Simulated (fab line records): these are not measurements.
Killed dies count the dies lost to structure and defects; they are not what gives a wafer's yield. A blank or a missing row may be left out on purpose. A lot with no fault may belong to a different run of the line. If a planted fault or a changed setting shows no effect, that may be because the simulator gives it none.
fab line records    flow n5_finfet    part 2 of 2: steps 5 to 6 of 6
record lots=23  wafers=69  last_day=18
route steps=1938 shown BEOL_M6@1261 BEOL_M7@1264 BEOL_M8@1345
lots untouched by any fault: they come from a run of this same line in which no faults occurred
start_h: hours from the record's first day to the start of the lot's first wafer shown    wait_h: hours from the lot's prior step to this one    " identical to the entry in the row above    L1.1+2: a single row standing in for several wafers    - either no value or no given start    * or withheld: withheld    < > ~ a bound
route shown NAME@n: a module of which the file shows steps, and the number in the route of the first    usual: the fault-free wafers' mean and standard deviation    same: alike in all rows    chamber/n: place in a boat    sites: readings site by site    _std_site: their standard deviation    _edge_site: outer sites' mean less inner sites'    radius_mm: how far each site lies from the wafer's centre    mask NAME#n: copy n    behind: the last tool/chamber to shape the wafer    hold: the reason the lot was held/the length of the hold in hours/how it ended    device: whichever transistor did not switch (one of n, p or np)    end of line: the route-end tests of the same wafers    for a step that has no rows: nothing shown but its recipe    killed: at the first sort, the dies lost to defects and structure; wafer yield is something else    map: shows each die of a wafer: x if killed, . if not, _ if none is there
set.NAME: the setting the step ran with; set.NAME@STEP: the setting that earlier step ran with    model.NAME: the simulator's own value behind a step, which no gauge read
a sample of lots followed through the steps of the route, with each step as a table and each wafer as a row
services: the hour from which a tool's chamber was out of use, counted from the record's first day as start_h (under 0 if before that day), plus the number of hours and why
## steps
# step N5_BEOL_M7_ETCH_41
# recipe chemistry=CH3F/O2  target=SiCN  target_depth_a=319  taper_deg=2  time_s=57.8  ion_energy_ev=120  mask_material=TiN  pressure_mtorr=30  source_w=395  bias_w=75  Ar_flow_sccm=150  CH3F_flow_sccm=30  O2_flow_sccm=20
# usual drypump_motor_current_A=5.6/0.39  mfc_ar_sccm=150.0/0.44  oes_product_au=0.79/0.081  rf_fwd_power_W=390.6/1.4  rf_vpp_V=297.0/1.6  showerhead_plenum_p_Torr=1.98/0.073  throttle_valve_pct=16.25/0.26
lot.wafer  tool         chamber  start_h  wait_h  drypump_motor_current_A  mfc_ar_sccm  oes_product_au  rf_fwd_power_W  rf_hours_counter_h  rf_vpp_V  showerhead_plenum_p_Torr  throttle_valve_pct
L074.2     rie_diel-05  1        -        -       5.5                      149.8        0.73            389.5           171                 296.4     1.89                      16.03
L074.3     "            3        "        "       5.4                      149.9        0.82            390.4           82                  297.2     2.02                      16.39
L074.5     "            3        "        "       5.4                      150.5        0.82            389.7           -                   298.1     2.02                      16.40
L075.2     rie_diel-03  2        -        -       5.9                      149.6        0.70            392.7           225                 296.0     1.90                      16.40
L075.4     "            0        "        "       5.7                      149.1        0.71            389.3           183                 298.3     2.07                      16.74
L075.6     "            0        "        "       5.8                      149.2        0.70            389.9           -                   298.8     2.07                      16.74
L077.1     rie_diel-05  0        -        -       6.0                      149.4        0.91            392.6           36                  297.8     1.96                      15.86
L077.2     "            2        "        "       5.8                      149.6        0.75            391.2           148                 298.7     2.00                      16.48
L077.3     "            3        "        "       5.4                      150.2        0.81            389.2           87                  298.2     2.02                      16.37
L078.1     rie_diel-03  2        -        -       5.9                      149.6        0.70            391.8           227                 294.9     1.90                      16.42
L078.2     "            1        "        "       4.9                      150.3        0.95            392.2           15                  299.2     2.05                      16.16
L078.5     "            1        "        "       4.9                      150.5        0.94            391.5           -                   297.4     2.05                      16.16
L076.3     rie_diel-05  0        -        -       6.0                      150.0        0.90            392.6           37                  295.9     1.96                      15.89
L076.4     "            2        "        "       5.8                      148.9        0.73            389.6           150                 296.2     2.00                      16.50
L076.6     "            3        "        "       5.4                      150.1        0.81            389.4           -                   296.9     2.02                      16.40
L079.1     rie_diel-05  3        -        -       5.4                      149.9        0.80            391.1           92                  297.4     2.02                      16.42
L079.3     "            0        "        "       6.1                      149.5        0.90            392.8           41                  296.0     1.96                      15.89
L079.5     "            1        "        "       5.5                      149.8        0.74            391.0           -                   294.7     1.89                      16.06
L080.4     rie_diel-04  0        -        -       6.2                      150.3        0.84            392.5           60                  296.7     1.94                      16.42
L080.5     "            3        "        "       5.4                      150.5        0.85            393.2           -                   299.4     2.13                      15.87
L080.6     "            2        "        "       5.0                      150.8        0.74            391.1           -                   297.8     1.91                      16.35
L081.2     rie_diel-03  0        -        -       5.8                      149.5        0.70            391.9           194                 297.4     2.07                      16.75
L081.3     "            1        "        "       4.9                      150.0        0.92            390.1           23                  299.3     2.04                      16.17
L081.4     "            2        "        "       6.0                      150.2        0.70            389.4           235                 296.0     1.90                      16.40
L082.3     rie_diel-05  1        -        -       5.5                      149.8        0.73            390.4           183                 296.4     1.89                      16.07
L082.4     "            2        "        "       5.7                      150.0        0.73            390.1           156                 298.2     2.00                      16.51
L082.6     "            0        "        "       6.1                      150.5        0.89            392.1           -                   296.2     1.96                      15.89
L084.2     rie_diel-04  3        -        -       5.4                      149.8        0.83            391.8           55                  299.9     2.13                      15.88
L084.3     "            2        "        "       5.0                      150.2        0.73            391.3           196                 295.1     1.90                      16.36
L084.6     "            3        "        "       5.4                      150.0        0.84            390.6           -                   299.2     2.13                      15.88
L083.1     rie_diel-05  0        -        -       6.1                      149.7        0.88            390.4           50                  297.4     1.96                      15.90
L083.4     "            3        "        "       5.4                      149.8        0.80            389.1           101                 297.2     2.01                      16.45
L083.5     "            1        "        "       5.5                      150.6        0.73            391.8           -                   294.9     1.89                      16.08
L085.3     rie_diel-03  2        -        -       6.0                      149.2        0.68            390.8           246                 295.2     1.89                      16.43
L085.5     "            2        "        "       5.9                      149.7        0.68            389.4           -                   295.0     1.89                      16.43
L085.6     "            3        "        "       5.9                      150.6        0.86            388.6           -                   298.5     2.04                      16.27
L088.1     rie_diel-05  0        -        -       6.1                      150.1        0.88            391.2           57                  297.4     1.95                      15.93
L088.5     "            1        "        "       5.5                      149.6        0.71            391.7           -                   295.7     1.89                      16.09
L088.6     "            2        "        "       5.8                      149.9        0.73            387.2           -                   297.6     2.00                      16.55
L087.1     rie_diel-05  2        -        -       5.8                      149.8        0.72            389.1           168                 298.1     2.00                      16.52
L087.2     "            0        "        "       6.0                      149.8        0.88            390.6           57                  296.4     1.95                      15.92
L087.5     "            0        "        "       6.0                      150.2        0.88            392.0           -                   296.2     1.95                      15.92
L086.2     rie_diel-04  1        -        -       5.0                      150.5        0.91            389.1           11                  296.0     1.96                      16.04
L086.3     "            0        "        "       6.3                      149.7        0.82            394.2           78                  296.9     1.93                      16.45
L086.6     "            3        "        "       5.4                      149.6        0.81            391.0           -                   298.8     2.13                      15.90
L089.1     rie_diel-05  1        -        -       5.5                      150.2        0.71            391.2           194                 293.6     1.88                      16.09
L089.2     "            2        "        "       5.8                      150.6        0.72            388.2           170                 297.8     2.00                      16.52
L089.6     "            0        "        "       6.1                      149.8        0.88            390.2           -                   297.1     1.95                      15.92
L092.2     rie_diel-03  0        -        -       5.8                      150.3        0.69            390.7           212                 299.8     2.06                      16.79
L092.3     "            1        "        "       4.9                      150.2        0.89            390.5           42                  297.9     2.04                      16.21
L092.6     "            0        "        "       5.8                      149.9        0.69            392.0           -                   298.6     2.06                      16.78
L091.1     rie_diel-04  3        -        -       5.4                      150.4        0.80            392.3           72                  300.1     2.13                      15.92
L091.4     "            0        "        "       6.3                      149.3        0.81            391.7           83                  295.8     1.93                      16.47
L091.5     "            2        "        "       5.0                      150.8        0.71            391.3           -                   295.2     1.90                      16.38
L093.2     rie_diel-05  1        -        -       5.5                      149.6        0.72            391.6           205                 295.3     1.88                      16.09
L093.5     "            0        "        "       6.1                      148.9        0.86            390.6           -                   295.7     1.95                      15.92
L093.6     "            1        "        "       5.5                      150.1        0.72            390.3           -                   296.4     1.88                      16.13
L095.3     rie_diel-04  2        -        -       5.0                      149.2        0.72            390.0           218                 294.7     1.90                      16.41
L095.5     "            1        "        "       5.0                      149.8        0.89            390.2           -                   297.0     1.95                      16.07
L095.6     "            2        "        "       5.0                      149.7        0.72            389.8           -                   294.5     1.90                      16.41
L094.2     rie_diel-05  0        -        -       6.1                      150.1        0.85            389.3           75                  296.0     1.95                      15.96
L094.3     "            1        "        "       5.5                      150.1        0.70            389.3           210                 294.1     1.88                      16.12
L094.4     "            2        "        "       5.8                      149.7        0.71            389.2           185                 297.2     1.99                      16.56
L097.2     rie_diel-05  1        -        -       5.5                      151.0        0.71            390.6           211                 293.5     1.88                      16.13
L097.4     "            2        "        "       5.8                      150.6        0.70            388.3           186                 296.0     1.99                      16.55
L097.5     "            0        "        "       6.1                      150.1        0.86            389.1           -                   296.7     1.95                      15.95
L096.3     rie_diel-03  2        -        -       6.0                      149.5        0.95            391.8           8                   300.7     2.14                      15.96
L096.4     "            0        "        "       5.8                      149.0        0.68            389.2           224                 299.1     2.06                      16.81
L096.5     "            2        "        "       5.9                      150.2        0.95            391.2           -                   301.2     2.14                      15.98
# step N5_BEOL_M8_CD_MEAS_11
# recipe target_cd_nm=38.5  landing_energy_ev=500  detector=se_inlens  polarity=opening
# usual cd_nm=38.6/0.5
lot.wafer  tool       chamber  start_h  wait_h  cd_nm
L074.2     cd_sem-01  0        199.15   -       39.4
L074.3     "          0        "        "       38.3
L074.5     "          0        "        "       39.2
L075.2     cd_sem-01  0        216.35   -       38.3
L075.4     "          0        "        "       39.1
L075.6     "          0        "        "       38.3
L077.1     cd_sem-03  0        216.97   -       39.5
L077.2     "          0        "        "       38.5
L077.3     "          0        "        "       38.0
L078.1     cd_sem-03  0        219.71   -       38.3
L078.2     "          0        "        "       39.3
L078.5     "          0        "        "       39.0
L076.3     cd_sem-02  0        221.60   -       38.4
L076.4     "          0        "        "       39.0
L076.6     "          0        "        "       38.6
L079.1     cd_sem-02  0        237.56   -       38.3
L079.3     "          0        "        "       38.3
L079.5     "          0        "        "       38.5
L080.4     cd_sem-03  0        237.73   -       38.4
L080.5     "          0        "        "       37.2
L080.6     "          0        "        "       38.5
L081.2     cd_sem-02  0        245.69   -       38.5
L081.3     "          0        "        "       39.3
L081.4     "          0        "        "       39.0
L082.3     cd_sem-02  0        248.13   -       38.4
L082.4     "          0        "        "       37.5
L082.6     "          0        "        "       38.7
L084.2     cd_sem-01  0        256.32   -       38.8
L084.3     "          0        "        "       38.9
L084.6     "          0        "        "       39.5
L083.1     cd_sem-02  0        267.16   -       38.1
L083.4     "          0        "        "       38.6
L083.5     "          0        "        "       38.6
L085.3     cd_sem-01  0        278.55   -       38.6
L085.5     "          0        "        "       38.6
L085.6     "          0        "        "       38.6
L088.1     cd_sem-01  0        292.45   -       39.0
L088.5     "          0        "        "       38.7
L088.6     "          0        "        "       38.4
L087.1     cd_sem-01  0        292.61   -       38.6
L087.2     "          0        "        "       38.4
L087.5     "          0        "        "       38.5
L086.2     cd_sem-03  0        292.81   -       39.1
L086.3     "          0        "        "       38.7
L086.6     "          0        "        "       38.2
L089.1     cd_sem-02  0        296.00   -       38.8
L089.2     "          0        "        "       38.7
L089.6     "          0        "        "       37.6
L092.2     cd_sem-03  0        304.43   -       38.3
L092.3     "          0        "        "       38.6
L092.6     "          0        "        "       38.6
L091.1     cd_sem-03  0        310.79   -       38.2
L091.4     "          0        "        "       38.1
L091.5     "          0        "        "       38.3
L093.2     cd_sem-02  0        321.98   -       38.0
L093.5     "          0        "        "       39.3
L093.6     "          0        "        "       39.1
L095.3     cd_sem-03  0        337.07   -       39.2
L095.5     "          0        "        "       38.2
L095.6     "          0        "        "       38.6
L094.2     cd_sem-03  0        338.21   -       38.8
L094.3     "          0        "        "       38.3
L094.4     "          0        "        "       38.2
L097.2     cd_sem-01  0        339.99   -       38.5
L097.4     "          0        "        "       39.1
L097.5     "          0        "        "       38.2
L096.3     cd_sem-02  0        343.32   -       38.3
L096.4     "          0        "        "       38.9
L096.5     "          0        "        "       38.3
## services
tool          chamber  start_h  hours  kind
uv_cure-02    -        180.80   2.1    pm
rie_metal-03  -        185.18   1.4    pm
uv_cure-01    -        191.04   1.0    pm
rie_diel-04   -        199.56   1.0    repair
uv_cure-02    -        208.82   53.7   repair
rie_metal-03  -        211.04   2.8    pm
rie_diel-04   1        231.91   -      clean
rie_diel-04   1        231.91   -      consumable_replace:focus_ring
rie_diel-05   -        243.98   0.4    repair
rie_diel-05   1        248.26   8.4    repair
uv_cure-02    -        262.56   5.0    pm
rie_diel-05   -        265.91   4.3    pm
rie_metal-02  0        279.63   9.4    repair
rie_diel-05   -        283.06   1.3    repair
rie_diel-03   2        284.87   -      clean
rie_diel-03   2        284.87   -      consumable_replace:focus_ring
rie_diel-03   2        284.87   -      consumable_replace:showerhead
rie_diel-03   2        284.87   22.5   scheduled_down
rie_diel-03   2        284.87   22.5   vent_cycle
uv_cure-03    -        289.73   2.1    pm
uv_cure-01    -        304.10   7.5    pm
rie_diel-04   2        310.40   11.5   repair
uv_cure-02    -        322.80   7.5    pm
uv_cure-02    -        333.77   3.1    repair
